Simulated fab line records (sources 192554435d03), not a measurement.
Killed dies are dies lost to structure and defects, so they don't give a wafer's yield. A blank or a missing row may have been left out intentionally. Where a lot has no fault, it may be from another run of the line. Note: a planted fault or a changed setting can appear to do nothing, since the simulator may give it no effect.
Which of the tools did it? || flow n5_finfet || 24 lots, 72 wafers sampled, at 6 steps of a route of 1938

== WHAT EACH GAUGE READ, for each wafer ==
Not one reading of a measure or inspect step in the record can be checked against a usual standard deviation.

== WHICH TOOL RAN EACH LOT (tool, then ch and the chambers of the sampled wafers, then the start) ==
{"lot": "L074", "N5_BEOL_M1_ALD_98": "ald_sin-04 ch 0,1, day 6 07:35", "N5_BEOL_M1_DEGAS_44": "pvd_sputter-02, day 6 08:22", "N5_BEOL_M1_SPUTTER_79": "pvd_sputter-02, day 6 09:10", "N5_BEOL_M1_SPUTTER_81": "pvd_sputter-02, day 6 09:23", "N5_BEOL_M1_ANNEAL_82": "pvd_sputter-02, day 6 09:28", "N5_BEOL_M2_HM_DEP_02": "pvd_sputter-02, day 6 12:23"}
{"lot": "L075", "N5_BEOL_M1_ALD_98": "ald_sin-01 ch 0,1, day 6 08:23", "N5_BEOL_M1_DEGAS_44": "pvd_sputter-01, day 6 11:55", "N5_BEOL_M1_SPUTTER_79": "pvd_sputter-01, day 6 12:54", "N5_BEOL_M1_SPUTTER_81": "pvd_sputter-01, day 6 13:07", "N5_BEOL_M1_ANNEAL_82": "pvd_sputter-01, day 6 13:12", "N5_BEOL_M2_HM_DEP_02": "pvd_sputter-03, day 6 16:44"}
{"lot": "L076", "N5_BEOL_M1_ALD_98": "ald_sin-04 ch 0,1,2, day 6 16:52", "N5_BEOL_M1_DEGAS_44": "pvd_sputter-01, day 6 18:10", "N5_BEOL_M1_SPUTTER_79": "pvd_sputter-02, day 6 19:11", "N5_BEOL_M1_SPUTTER_81": "pvd_sputter-02, day 6 19:25", "N5_BEOL_M1_ANNEAL_82": "pvd_sputter-02, day 6 19:29", "N5_BEOL_M2_HM_DEP_02": "pvd_sputter-03, day 6 22:54"}
{"lot": "L077", "N5_BEOL_M1_ALD_98": "ald_sin-03 ch 0,1,3, day 7 00:08", "N5_BEOL_M1_DEGAS_44": "pvd_sputter-02, day 7 02:01", "N5_BEOL_M1_SPUTTER_79": "pvd_sputter-03, day 7 02:51", "N5_BEOL_M1_SPUTTER_81": "pvd_sputter-03, day 7 03:04", "N5_BEOL_M1_ANNEAL_82": "pvd_sputter-03, day 7 03:09", "N5_BEOL_M2_HM_DEP_02": "pvd_sputter-02, day 7 05:40"}
{"lot": "L078", "N5_BEOL_M1_ALD_98": "ald_sin-04 ch 0,3, day 7 06:18", "N5_BEOL_M1_DEGAS_44": "pvd_sputter-02, day 7 07:01", "N5_BEOL_M1_SPUTTER_79": "pvd_sputter-01, day 7 07:52", "N5_BEOL_M1_SPUTTER_81": "pvd_sputter-01, day 7 08:05", "N5_BEOL_M1_ANNEAL_82": "pvd_sputter-01, day 7 08:10", "N5_BEOL_M2_HM_DEP_02": "pvd_sputter-02, day 7 13:43"}
{"lot": "L079", "N5_BEOL_M1_ALD_98": "ald_sin-04 ch 0,1,2, day 7 09:43", "N5_BEOL_M1_DEGAS_44": "pvd_sputter-02, day 7 14:30", "N5_BEOL_M1_SPUTTER_79": "pvd_sputter-03, day 7 15:24", "N5_BEOL_M1_SPUTTER_81": "pvd_sputter-03, day 7 15:37", "N5_BEOL_M1_ANNEAL_82": "pvd_sputter-03, day 7 15:42", "N5_BEOL_M2_HM_DEP_02": "pvd_sputter-01, day 7 18:13"}
{"lot": "L080", "N5_BEOL_M1_ALD_98": "ald_sin-01 ch 0,2,3, day 7 16:38", "N5_BEOL_M1_DEGAS_44": "pvd_sputter-03, day 7 17:43", "N5_BEOL_M1_SPUTTER_79": "pvd_sputter-03, day 7 18:31", "N5_BEOL_M1_SPUTTER_81": "pvd_sputter-03, day 7 18:44", "N5_BEOL_M1_ANNEAL_82": "pvd_sputter-03, day 7 18:49", "N5_BEOL_M2_HM_DEP_02": "pvd_sputter-02, day 7 22:00"}
{"lot": "L081", "N5_BEOL_M1_ALD_98": "ald_sin-04 ch 0,2,3, day 8 01:44", "N5_BEOL_M1_DEGAS_44": "pvd_sputter-03, day 8 12:46", "N5_BEOL_M1_SPUTTER_79": "pvd_sputter-03, day 8 13:47", "N5_BEOL_M1_SPUTTER_81": "pvd_sputter-03, day 8 14:01", "N5_BEOL_M1_ANNEAL_82": "pvd_sputter-03, day 8 14:05", "N5_BEOL_M2_HM_DEP_02": "pvd_sputter-03, day 8 17:20"}
{"lot": "L082", "N5_BEOL_M1_ALD_98": "ald_sin-01 ch 0,1,3, day 8 08:28", "N5_BEOL_M1_DEGAS_44": "pvd_sputter-01, day 8 12:52", "N5_BEOL_M1_SPUTTER_79": "pvd_sputter-02, day 8 13:56", "N5_BEOL_M1_SPUTTER_81": "pvd_sputter-02, day 8 14:09", "N5_BEOL_M1_ANNEAL_82": "pvd_sputter-02, day 8 14:14", "N5_BEOL_M2_HM_DEP_02": "pvd_sputter-03, day 8 17:26"}
{"lot": "L083", "N5_BEOL_M1_ALD_98": "ald_sin-01 ch 0,2,3, day 8 14:18", "N5_BEOL_M1_DEGAS_44": "pvd_sputter-02, day 8 16:10", "N5_BEOL_M1_SPUTTER_79": "pvd_sputter-03, day 8 17:56", "N5_BEOL_M1_SPUTTER_81": "pvd_sputter-03, day 8 18:10", "N5_BEOL_M1_ANNEAL_82": "pvd_sputter-03, day 8 18:14", "N5_BEOL_M2_HM_DEP_02": "pvd_sputter-02, day 8 21:50"}
{"lot": "L084", "N5_BEOL_M1_ALD_98": "ald_sin-03 ch 0,3, day 8 23:09", "N5_BEOL_M1_DEGAS_44": "pvd_sputter-02, day 9 01:52", "N5_BEOL_M1_SPUTTER_79": "pvd_sputter-02, day 9 02:44", "N5_BEOL_M1_SPUTTER_81": "pvd_sputter-02, day 9 02:57", "N5_BEOL_M1_ANNEAL_82": "pvd_sputter-02, day 9 03:02", "N5_BEOL_M2_HM_DEP_02": "pvd_sputter-01, day 9 07:17"}
{"lot": "L085", "N5_BEOL_M1_ALD_98": "ald_sin-04 ch 0,2, day 9 05:23", "N5_BEOL_M1_DEGAS_44": "pvd_sputter-02, day 9 08:01", "N5_BEOL_M1_SPUTTER_79": "pvd_sputter-03, day 9 09:18", "N5_BEOL_M1_SPUTTER_81": "pvd_sputter-03, day 9 09:31", "N5_BEOL_M1_ANNEAL_82": "pvd_sputter-03, day 9 09:36", "N5_BEOL_M2_HM_DEP_02": "pvd_sputter-03, day 9 13:47"}
{"lot": "L086", "N5_BEOL_M1_ALD_98": "ald_sin-01 ch 0,2, day 9 06:49", "N5_BEOL_M1_DEGAS_44": "pvd_sputter-01, day 9 09:58", "N5_BEOL_M1_SPUTTER_79": "pvd_sputter-01, day 9 11:05", "N5_BEOL_M1_SPUTTER_81": "pvd_sputter-01, day 9 11:18", "N5_BEOL_M1_ANNEAL_82": "pvd_sputter-01, day 9 11:23", "N5_BEOL_M2_HM_DEP_02": "pvd_sputter-01, day 9 14:53"}
{"lot": "L087", "N5_BEOL_M1_ALD_98": "ald_sin-03 ch 1,2,3, day 9 12:02", "N5_BEOL_M1_DEGAS_44": "pvd_sputter-03, day 9 14:26", "N5_BEOL_M1_SPUTTER_79": "pvd_sputter-01, day 9 15:43", "N5_BEOL_M1_SPUTTER_81": "pvd_sputter-01, day 9 15:56", "N5_BEOL_M1_ANNEAL_82": "pvd_sputter-01, day 9 16:01", "N5_BEOL_M2_HM_DEP_02": "pvd_sputter-02, day 9 19:28"}
{"lot": "L088", "N5_BEOL_M1_ALD_98": "ald_sin-01 ch 1,2,3, day 9 15:42", "N5_BEOL_M1_DEGAS_44": "pvd_sputter-03, day 9 16:25", "N5_BEOL_M1_SPUTTER_79": "pvd_sputter-02, day 9 17:11", "N5_BEOL_M1_SPUTTER_81": "pvd_sputter-02, day 9 17:24", "N5_BEOL_M1_ANNEAL_82": "pvd_sputter-02, day 9 17:29", "N5_BEOL_M2_HM_DEP_02": "pvd_sputter-03, day 9 22:31"}
{"lot": "L089", "N5_BEOL_M1_ALD_98": "ald_sin-01 ch 1,2,3, day 10 00:51", "N5_BEOL_M1_DEGAS_44": "pvd_sputter-02, day 10 05:36", "N5_BEOL_M1_SPUTTER_79": "pvd_sputter-02, day 10 06:49", "N5_BEOL_M1_SPUTTER_81": "pvd_sputter-02, day 10 07:02", "N5_BEOL_M1_ANNEAL_82": "pvd_sputter-02, day 10 07:07", "N5_BEOL_M2_HM_DEP_02": "pvd_sputter-01, day 10 10:16"}
{"lot": "L090", "N5_BEOL_M1_ALD_98": "ald_sin-01 ch 0,2,3, day 10 06:22", "N5_BEOL_M1_DEGAS_44": "pvd_sputter-03, day 10 10:10", "N5_BEOL_M1_SPUTTER_79": "pvd_sputter-03, day 10 11:03", "N5_BEOL_M1_SPUTTER_81": "pvd_sputter-03, day 10 11:16", "N5_BEOL_M1_ANNEAL_82": "pvd_sputter-03, day 10 11:21", "N5_BEOL_M2_HM_DEP_02": "pvd_sputter-03, day 10 16:15"}
{"lot": "L091", "N5_BEOL_M1_ALD_98": "ald_sin-01 ch 0,2,3, day 10 11:08", "N5_BEOL_M1_DEGAS_44": "pvd_sputter-02, day 10 14:01", "N5_BEOL_M1_SPUTTER_79": "pvd_sputter-03, day 10 16:46", "N5_BEOL_M1_SPUTTER_81": "pvd_sputter-03, day 10 16:59", "N5_BEOL_M1_ANNEAL_82": "pvd_sputter-03, day 10 17:04", "N5_BEOL_M2_HM_DEP_02": "pvd_sputter-02, day 10 21:50"}
{"lot": "L092", "N5_BEOL_M1_ALD_98": "ald_sin-04 ch 0,2,3, day 10 12:42", "N5_BEOL_M1_DEGAS_44": "pvd_sputter-03, day 10 16:21", "N5_BEOL_M1_SPUTTER_79": "pvd_sputter-03, day 10 18:43", "N5_BEOL_M1_SPUTTER_81": "pvd_sputter-03, day 10 18:56", "N5_BEOL_M1_ANNEAL_82": "pvd_sputter-03, day 10 19:01", "N5_BEOL_M2_HM_DEP_02": "pvd_sputter-01, day 10 22:12"}
{"lot": "L093", "N5_BEOL_M1_ALD_98": "ald_sin-04 ch 1,2,3, day 10 21:13", "N5_BEOL_M1_DEGAS_44": "pvd_sputter-01, day 10 23:04", "N5_BEOL_M1_SPUTTER_79": "pvd_sputter-02, day 11 01:11", "N5_BEOL_M1_SPUTTER_81": "pvd_sputter-02, day 11 01:25", "N5_BEOL_M1_ANNEAL_82": "pvd_sputter-02, day 11 01:29", "N5_BEOL_M2_HM_DEP_02": "pvd_sputter-01, day 11 05:29"}
{"lot": "L094", "N5_BEOL_M1_ALD_98": "ald_sin-01 ch 1,3, day 11 00:30", "N5_BEOL_M1_DEGAS_44": "pvd_sputter-01, day 11 02:48", "N5_BEOL_M1_SPUTTER_79": "pvd_sputter-01, day 11 03:49", "N5_BEOL_M1_SPUTTER_81": "pvd_sputter-01, day 11 04:02", "N5_BEOL_M1_ANNEAL_82": "pvd_sputter-01, day 11 04:07", "N5_BEOL_M2_HM_DEP_02": "pvd_sputter-01, day 11 06:40"}
{"lot": "L095", "N5_BEOL_M1_ALD_98": "ald_sin-04 ch 0,1,3, day 11 09:59", "N5_BEOL_M1_DEGAS_44": "pvd_sputter-01, day 11 13:03", "N5_BEOL_M1_SPUTTER_79": "pvd_sputter-01, day 11 14:04", "N5_BEOL_M1_SPUTTER_81": "pvd_sputter-01, day 11 14:17", "N5_BEOL_M1_ANNEAL_82": "pvd_sputter-01, day 11 14:22", "N5_BEOL_M2_HM_DEP_02": "pvd_sputter-03, day 11 17:50"}
{"lot": "L096", "N5_BEOL_M1_ALD_98": "ald_sin-01 ch 0,1,2, day 11 13:40", "N5_BEOL_M1_DEGAS_44": "pvd_sputter-03, day 11 17:56", "N5_BEOL_M1_SPUTTER_79": "pvd_sputter-02, day 11 18:54", "N5_BEOL_M1_SPUTTER_81": "pvd_sputter-02, day 11 19:08", "N5_BEOL_M1_ANNEAL_82": "pvd_sputter-02, day 11 19:14", "N5_BEOL_M2_HM_DEP_02": "pvd_sputter-01, day 11 21:59"}
{"lot": "L097", "N5_BEOL_M1_ALD_98": "ald_sin-03 ch 2,3, day 11 23:46", "N5_BEOL_M1_DEGAS_44": "pvd_sputter-01, day 12 03:20", "N5_BEOL_M1_SPUTTER_79": "pvd_sputter-03, day 12 05:22", "N5_BEOL_M1_SPUTTER_81": "pvd_sputter-03, day 12 05:35", "N5_BEOL_M1_ANNEAL_82": "pvd_sputter-03, day 12 05:40", "N5_BEOL_M2_HM_DEP_02": "pvd_sputter-02, day 12 10:01"}
- N5_BEOL_M1_ALD_98: deposits SiO2, target thk 2.5 nm, pulse time 1 s, co reactant pulse time 1 s.
- N5_BEOL_M1_DEGAS_44: time 60 s.
- N5_BEOL_M1_SPUTTER_79: material Cu, target thk 4.5 nm, time 8.29 s.
- N5_BEOL_M1_SPUTTER_81: material Cu, target thk 4.5 nm, time 8.29 s.
- N5_BEOL_M1_ANNEAL_82: time 240 s.
- N5_BEOL_M2_HM_DEP_02: deposits TiN, target thk 20 nm.

== WHAT THE TOOLS THEMSELVES READ (means of the sampled wafers that have a number; where no wafer has one, the mark that the record gives instead) ==
N5_BEOL_M1_ALD_98. Usual: heater_power_w 75 W, standard deviation 8.7; precursor_pulse_height_rel 1.000, standard deviation 0.021.
{"lot": "L074", "tool": "ald_sin-04", "heater_power_w (W)": 77, "precursor_pulse_height_rel": 1.005, "flag": ""}
{"lot": "L075", "tool": "ald_sin-01", "heater_power_w (W)": 67, "precursor_pulse_height_rel": 1.012, "flag": ""}
{"lot": "L076", "tool": "ald_sin-04", "heater_power_w (W)": 74, "precursor_pulse_height_rel": 1.002, "flag": ""}
{"lot": "L077", "tool": "ald_sin-03", "heater_power_w (W)": 79, "precursor_pulse_height_rel": 1.001, "flag": ""}
{"lot": "L078", "tool": "ald_sin-04", "heater_power_w (W)": 77, "precursor_pulse_height_rel": 1.003, "flag": ""}
{"lot": "L079", "tool": "ald_sin-04", "heater_power_w (W)": 74, "precursor_pulse_height_rel": 0.998, "flag": ""}
{"lot": "L080", "tool": "ald_sin-01", "heater_power_w (W)": 80, "precursor_pulse_height_rel": 0.998, "flag": ""}
{"lot": "L081", "tool": "ald_sin-04", "heater_power_w (W)": 74, "precursor_pulse_height_rel": 1.019, "flag": ""}
{"lot": "L082", "tool": "ald_sin-01", "heater_power_w (W)": 72, "precursor_pulse_height_rel": 1.004, "flag": ""}
{"lot": "L083", "tool": "ald_sin-01", "heater_power_w (W)": 79, "precursor_pulse_height_rel": 1.015, "flag": ""}
{"lot": "L084", "tool": "ald_sin-03", "heater_power_w (W)": 79, "precursor_pulse_height_rel": 1.001, "flag": ""}
{"lot": "L085", "tool": "ald_sin-04", "heater_power_w (W)": 70, "precursor_pulse_height_rel": 1.017, "flag": ""}
{"lot": "L086", "tool": "ald_sin-01", "heater_power_w (W)": 75, "precursor_pulse_height_rel": 1.006, "flag": ""}
{"lot": "L087", "tool": "ald_sin-03", "heater_power_w (W)": 77, "precursor_pulse_height_rel": 0.989, "flag": ""}
{"lot": "L088", "tool": "ald_sin-01", "heater_power_w (W)": 78, "precursor_pulse_height_rel": 1.017, "flag": ""}
{"lot": "L089", "tool": "ald_sin-01", "heater_power_w (W)": 79, "precursor_pulse_height_rel": 1.003, "flag": ""}
{"lot": "L090", "tool": "ald_sin-01", "heater_power_w (W)": 80, "precursor_pulse_height_rel": 1.006, "flag": ""}
{"lot": "L091", "tool": "ald_sin-01", "heater_power_w (W)": 79, "precursor_pulse_height_rel": 0.991, "flag": ""}
{"lot": "L092", "tool": "ald_sin-04", "heater_power_w (W)": 75, "precursor_pulse_height_rel": 1.030, "flag": ""}
{"lot": "L093", "tool": "ald_sin-04", "heater_power_w (W)": 78, "precursor_pulse_height_rel": 0.989, "flag": ""}
{"lot": "L094", "tool": "ald_sin-01", "heater_power_w (W)": 71, "precursor_pulse_height_rel": 1.008, "flag": ""}
{"lot": "L095", "tool": "ald_sin-04", "heater_power_w (W)": 78, "precursor_pulse_height_rel": 0.985, "flag": ""}
{"lot": "L096", "tool": "ald_sin-01", "heater_power_w (W)": 75, "precursor_pulse_height_rel": 0.991, "flag": ""}
{"lot": "L097", "tool": "ald_sin-03", "heater_power_w (W)": 69, "precursor_pulse_height_rel": 0.990, "flag": ""}

N5_BEOL_M1_DEGAS_44. Usual: 335 W for heater_power_w, sd 27.
{"lot": "L074", "tool": "pvd_sputter-02", "heater_power_w (W)": 325, "flag": ""}
{"lot": "L075", "tool": "pvd_sputter-01", "heater_power_w (W)": 349, "flag": ""}
{"lot": "L076", "tool": "pvd_sputter-01", "heater_power_w (W)": 359, "flag": ""}
{"lot": "L077", "tool": "pvd_sputter-02", "heater_power_w (W)": 344, "flag": ""}
{"lot": "L078", "tool": "pvd_sputter-02", "heater_power_w (W)": 346, "flag": ""}
{"lot": "L079", "tool": "pvd_sputter-02", "heater_power_w (W)": 342, "flag": ""}
{"lot": "L080", "tool": "pvd_sputter-03", "heater_power_w (W)": 327, "flag": ""}
{"lot": "L081", "tool": "pvd_sputter-03", "heater_power_w (W)": 322, "flag": ""}
{"lot": "L082", "tool": "pvd_sputter-01", "heater_power_w (W)": 333, "flag": ""}
{"lot": "L083", "tool": "pvd_sputter-02", "heater_power_w (W)": 345, "flag": ""}
{"lot": "L084", "tool": "pvd_sputter-02", "heater_power_w (W)": 347, "flag": ""}
{"lot": "L085", "tool": "pvd_sputter-02", "heater_power_w (W)": 328, "flag": ""}
{"lot": "L086", "tool": "pvd_sputter-01", "heater_power_w (W)": 331, "flag": ""}
{"lot": "L087", "tool": "pvd_sputter-03", "heater_power_w (W)": 336, "flag": ""}
{"lot": "L088", "tool": "pvd_sputter-03", "heater_power_w (W)": 340, "flag": ""}
{"lot": "L089", "tool": "pvd_sputter-02", "heater_power_w (W)": 350, "flag": ""}
{"lot": "L090", "tool": "pvd_sputter-03", "heater_power_w (W)": 328, "flag": ""}
{"lot": "L091", "tool": "pvd_sputter-02", "heater_power_w (W)": 344, "flag": ""}
{"lot": "L092", "tool": "pvd_sputter-03", "heater_power_w (W)": 317, "flag": ""}
{"lot": "L093", "tool": "pvd_sputter-01", "heater_power_w (W)": 345, "flag": ""}
{"lot": "L094", "tool": "pvd_sputter-01", "heater_power_w (W)": 350, "flag": ""}
{"lot": "L095", "tool": "pvd_sputter-01", "heater_power_w (W)": 347, "flag": ""}
{"lot": "L096", "tool": "pvd_sputter-03", "heater_power_w (W)": 329, "flag": ""}
{"lot": "L097", "tool": "pvd_sputter-01", "heater_power_w (W)": 333, "flag": ""}

N5_BEOL_M1_SPUTTER_79. Usual: 29.9 % for throttle_valve_pct, sd 1.
{"lot": "L074", "tool": "pvd_sputter-02", "throttle_valve_pct (%)": 29.0, "flag": ""}
{"lot": "L075", "tool": "pvd_sputter-01", "throttle_valve_pct (%)": 30.8, "flag": ""}
{"lot": "L076", "tool": "pvd_sputter-02", "throttle_valve_pct (%)": 29.3, "flag": ""}
{"lot": "L077", "tool": "pvd_sputter-03", "throttle_valve_pct (%)": 30.8, "flag": ""}
{"lot": "L078", "tool": "pvd_sputter-01", "throttle_valve_pct (%)": 30.3, "flag": ""}
{"lot": "L079", "tool": "pvd_sputter-03", "throttle_valve_pct (%)": 30.7, "flag": ""}
{"lot": "L080", "tool": "pvd_sputter-03", "throttle_valve_pct (%)": 30.3, "flag": ""}
{"lot": "L081", "tool": "pvd_sputter-03", "throttle_valve_pct (%)": 29.5, "flag": ""}
{"lot": "L082", "tool": "pvd_sputter-02", "throttle_valve_pct (%)": 28.8, "flag": ""}
{"lot": "L083", "tool": "pvd_sputter-03", "throttle_valve_pct (%)": 30.6, "flag": ""}
{"lot": "L084", "tool": "pvd_sputter-02", "throttle_valve_pct (%)": 29.3, "flag": ""}
{"lot": "L085", "tool": "pvd_sputter-03", "throttle_valve_pct (%)": 31.0, "flag": ""}
{"lot": "L086", "tool": "pvd_sputter-01", "throttle_valve_pct (%)": 30.3, "flag": ""}
{"lot": "L087", "tool": "pvd_sputter-01", "throttle_valve_pct (%)": 30.5, "flag": ""}
{"lot": "L088", "tool": "pvd_sputter-02", "throttle_valve_pct (%)": 29.3, "flag": ""}
{"lot": "L089", "tool": "pvd_sputter-02", "throttle_valve_pct (%)": 29.0, "flag": ""}
{"lot": "L090", "tool": "pvd_sputter-03", "throttle_valve_pct (%)": 29.8, "flag": ""}
{"lot": "L091", "tool": "pvd_sputter-03", "throttle_valve_pct (%)": 30.3, "flag": ""}
{"lot": "L092", "tool": "pvd_sputter-03", "throttle_valve_pct (%)": 29.8, "flag": ""}
{"lot": "L093", "tool": "pvd_sputter-02", "throttle_valve_pct (%)": 29.3, "flag": ""}
{"lot": "L094", "tool": "pvd_sputter-01", "throttle_valve_pct (%)": 29.9, "flag": ""}
{"lot": "L095", "tool": "pvd_sputter-01", "throttle_valve_pct (%)": 30.6, "flag": ""}
{"lot": "L096", "tool": "pvd_sputter-02", "throttle_valve_pct (%)": 29.1, "flag": ""}
{"lot": "L097", "tool": "pvd_sputter-03", "throttle_valve_pct (%)": 30.8, "flag": ""}

N5_BEOL_M1_SPUTTER_81. Usual: 29.9 % for throttle_valve_pct, sd 1.
{"lot": "L074", "tool": "pvd_sputter-02", "throttle_valve_pct (%)": 29.2, "flag": ""}
{"lot": "L075", "tool": "pvd_sputter-01", "throttle_valve_pct (%)": 30.9, "flag": ""}
{"lot": "L076", "tool": "pvd_sputter-02", "throttle_valve_pct (%)": 29.1, "flag": ""}
{"lot": "L077", "tool": "pvd_sputter-03", "throttle_valve_pct (%)": 30.9, "flag": ""}
{"lot": "L078", "tool": "pvd_sputter-01", "throttle_valve_pct (%)": 30.0, "flag": ""}
{"lot": "L079", "tool": "pvd_sputter-03", "throttle_valve_pct (%)": 30.7, "flag": ""}
{"lot": "L080", "tool": "pvd_sputter-03", "throttle_valve_pct (%)": 30.3, "flag": ""}
{"lot": "L081", "tool": "pvd_sputter-03", "throttle_valve_pct (%)": 29.5, "flag": ""}
{"lot": "L082", "tool": "pvd_sputter-02", "throttle_valve_pct (%)": 29.0, "flag": ""}
{"lot": "L083", "tool": "pvd_sputter-03", "throttle_valve_pct (%)": 31.0, "flag": ""}
{"lot": "L084", "tool": "pvd_sputter-02", "throttle_valve_pct (%)": 29.2, "flag": ""}
{"lot": "L085", "tool": "pvd_sputter-03", "throttle_valve_pct (%)": 30.9, "flag": ""}
{"lot": "L086", "tool": "pvd_sputter-01", "throttle_valve_pct (%)": 30.3, "flag": ""}
{"lot": "L087", "tool": "pvd_sputter-01", "throttle_valve_pct (%)": 30.7, "flag": ""}
{"lot": "L088", "tool": "pvd_sputter-02", "throttle_valve_pct (%)": 29.4, "flag": ""}
{"lot": "L089", "tool": "pvd_sputter-02", "throttle_valve_pct (%)": 29.2, "flag": ""}
{"lot": "L090", "tool": "pvd_sputter-03", "throttle_valve_pct (%)": 30.0, "flag": ""}
{"lot": "L091", "tool": "pvd_sputter-03", "throttle_valve_pct (%)": 30.4, "flag": ""}
{"lot": "L092", "tool": "pvd_sputter-03", "throttle_valve_pct (%)": 29.8, "flag": ""}
{"lot": "L093", "tool": "pvd_sputter-02", "throttle_valve_pct (%)": 29.2, "flag": ""}
{"lot": "L094", "tool": "pvd_sputter-01", "throttle_valve_pct (%)": 29.7, "flag": ""}
{"lot": "L095", "tool": "pvd_sputter-01", "throttle_valve_pct (%)": 30.8, "flag": ""}
{"lot": "L096", "tool": "pvd_sputter-02", "throttle_valve_pct (%)": 29.1, "flag": ""}
{"lot": "L097", "tool": "pvd_sputter-03", "throttle_valve_pct (%)": 30.6, "flag": ""}

N5_BEOL_M1_ANNEAL_82. Usual: heater_power_w 832 W, standard deviation 63; susceptor_temp_C_max 400.84, standard deviation 0.29.
{"lot": "L074", "tool": "pvd_sputter-02", "heater_power_w (W)": 811, "susceptor_temp_C_max": 401.12, "flag": ""}
{"lot": "L075", "tool": "pvd_sputter-01", "heater_power_w (W)": 838, "susceptor_temp_C_max": 400.92, "flag": ""}
{"lot": "L076", "tool": "pvd_sputter-02", "heater_power_w (W)": 826, "susceptor_temp_C_max": 400.87, "flag": ""}
{"lot": "L077", "tool": "pvd_sputter-03", "heater_power_w (W)": 792, "susceptor_temp_C_max": 400.66, "flag": ""}
{"lot": "L078", "tool": "pvd_sputter-01", "heater_power_w (W)": 748, "susceptor_temp_C_max": 400.62, "flag": ""}
{"lot": "L079", "tool": "pvd_sputter-03", "heater_power_w (W)": 824, "susceptor_temp_C_max": 400.91, "flag": ""}
{"lot": "L080", "tool": "pvd_sputter-03", "heater_power_w (W)": 805, "susceptor_temp_C_max": 400.88, "flag": ""}
{"lot": "L081", "tool": "pvd_sputter-03", "heater_power_w (W)": 837, "susceptor_temp_C_max": 400.68, "flag": ""}
{"lot": "L082", "tool": "pvd_sputter-02", "heater_power_w (W)": 829, "susceptor_temp_C_max": 400.96, "flag": ""}
{"lot": "L083", "tool": "pvd_sputter-03", "heater_power_w (W)": 793, "susceptor_temp_C_max": 400.90, "flag": ""}
{"lot": "L084", "tool": "pvd_sputter-02", "heater_power_w (W)": 846, "susceptor_temp_C_max": 400.80, "flag": ""}
{"lot": "L085", "tool": "pvd_sputter-03", "heater_power_w (W)": 788, "susceptor_temp_C_max": 400.91, "flag": ""}
{"lot": "L086", "tool": "pvd_sputter-01", "heater_power_w (W)": 799, "susceptor_temp_C_max": 400.65, "flag": ""}
{"lot": "L087", "tool": "pvd_sputter-01", "heater_power_w (W)": 871, "susceptor_temp_C_max": 400.98, "flag": ""}
{"lot": "L088", "tool": "pvd_sputter-02", "heater_power_w (W)": 888, "susceptor_temp_C_max": 400.63, "flag": ""}
{"lot": "L089", "tool": "pvd_sputter-02", "heater_power_w (W)": 870, "susceptor_temp_C_max": 400.62, "flag": ""}
{"lot": "L090", "tool": "pvd_sputter-03", "heater_power_w (W)": 792, "susceptor_temp_C_max": 400.48, "flag": ""}
{"lot": "L091", "tool": "pvd_sputter-03", "heater_power_w (W)": 801, "susceptor_temp_C_max": 401.06, "flag": ""}
{"lot": "L092", "tool": "pvd_sputter-03", "heater_power_w (W)": 800, "susceptor_temp_C_max": 400.55, "flag": ""}
{"lot": "L093", "tool": "pvd_sputter-02", "heater_power_w (W)": 800, "susceptor_temp_C_max": 400.79, "flag": ""}
{"lot": "L094", "tool": "pvd_sputter-01", "heater_power_w (W)": 795, "susceptor_temp_C_max": 401.05, "flag": ""}
{"lot": "L095", "tool": "pvd_sputter-01", "heater_power_w (W)": 886, "susceptor_temp_C_max": 400.73, "flag": ""}
{"lot": "L096", "tool": "pvd_sputter-02", "heater_power_w (W)": 864, "susceptor_temp_C_max": 401.18, "flag": ""}
{"lot": "L097", "tool": "pvd_sputter-03", "heater_power_w (W)": 801, "susceptor_temp_C_max": 400.87, "flag": ""}

N5_BEOL_M2_HM_DEP_02. Usual: 29.8 % for throttle_valve_pct, sd 0.94.
{"lot": "L074", "tool": "pvd_sputter-02", "throttle_valve_pct (%)": 29.2, "flag": ""}
{"lot": "L075", "tool": "pvd_sputter-03", "throttle_valve_pct (%)": 29.3, "flag": ""}
{"lot": "L076", "tool": "pvd_sputter-03", "throttle_valve_pct (%)": 29.1, "flag": ""}
{"lot": "L077", "tool": "pvd_sputter-02", "throttle_valve_pct (%)": 29.3, "flag": ""}
{"lot": "L078", "tool": "pvd_sputter-02", "throttle_valve_pct (%)": 29.1, "flag": ""}
{"lot": "L079", "tool": "pvd_sputter-01", "throttle_valve_pct (%)": 29.9, "flag": ""}
{"lot": "L080", "tool": "pvd_sputter-02", "throttle_valve_pct (%)": 28.8, "flag": ""}
{"lot": "L081", "tool": "pvd_sputter-03", "throttle_valve_pct (%)": 30.8, "flag": ""}
{"lot": "L082", "tool": "pvd_sputter-03", "throttle_valve_pct (%)": 30.4, "flag": ""}
{"lot": "L083", "tool": "pvd_sputter-02", "throttle_valve_pct (%)": 29.1, "flag": ""}
{"lot": "L084", "tool": "pvd_sputter-01", "throttle_valve_pct (%)": 30.1, "flag": ""}
{"lot": "L085", "tool": "pvd_sputter-03", "throttle_valve_pct (%)": 29.9, "flag": ""}
{"lot": "L086", "tool": "pvd_sputter-01", "throttle_valve_pct (%)": 31.0, "flag": ""}
{"lot": "L087", "tool": "pvd_sputter-02", "throttle_valve_pct (%)": 28.9, "flag": ""}
{"lot": "L088", "tool": "pvd_sputter-03", "throttle_valve_pct (%)": 29.3, "flag": ""}
{"lot": "L089", "tool": "pvd_sputter-01", "throttle_valve_pct (%)": 30.3, "flag": ""}
{"lot": "L090", "tool": "pvd_sputter-03", "throttle_valve_pct (%)": 30.1, "flag": ""}
{"lot": "L091", "tool": "pvd_sputter-02", "throttle_valve_pct (%)": 29.1, "flag": ""}
{"lot": "L092", "tool": "pvd_sputter-01", "throttle_valve_pct (%)": 30.6, "flag": ""}
{"lot": "L093", "tool": "pvd_sputter-01", "throttle_valve_pct (%)": 31.0, "flag": ""}
{"lot": "L094", "tool": "pvd_sputter-01", "throttle_valve_pct (%)": 30.7, "flag": ""}
{"lot": "L095", "tool": "pvd_sputter-03", "throttle_valve_pct (%)": 29.8, "flag": ""}
{"lot": "L096", "tool": "pvd_sputter-01", "throttle_valve_pct (%)": 30.4, "flag": ""}
{"lot": "L097", "tool": "pvd_sputter-02", "throttle_valve_pct (%)": 29.3, "flag": ""}

== THE ANSWER, worked out from the rows above alone ==
Rule: a lot counts as off when the mean over its wafers that have a number is more than 3 standard deviations away from the usual mean. A lot without any number at a reading at which 4 lots or more have one is off too. All remaining lots with rows at the step are treated as sound. First the gauges in route order, then the tools' own readings, where a lot's mean is used as printed above. At the first step where some lot is off, the reading lying furthest off is the one used; lots without a number count as furthest.
No lot is off at any reading shown: from this, nothing can be told.

== WHAT THE SIMULATOR HAD PUT IN ==
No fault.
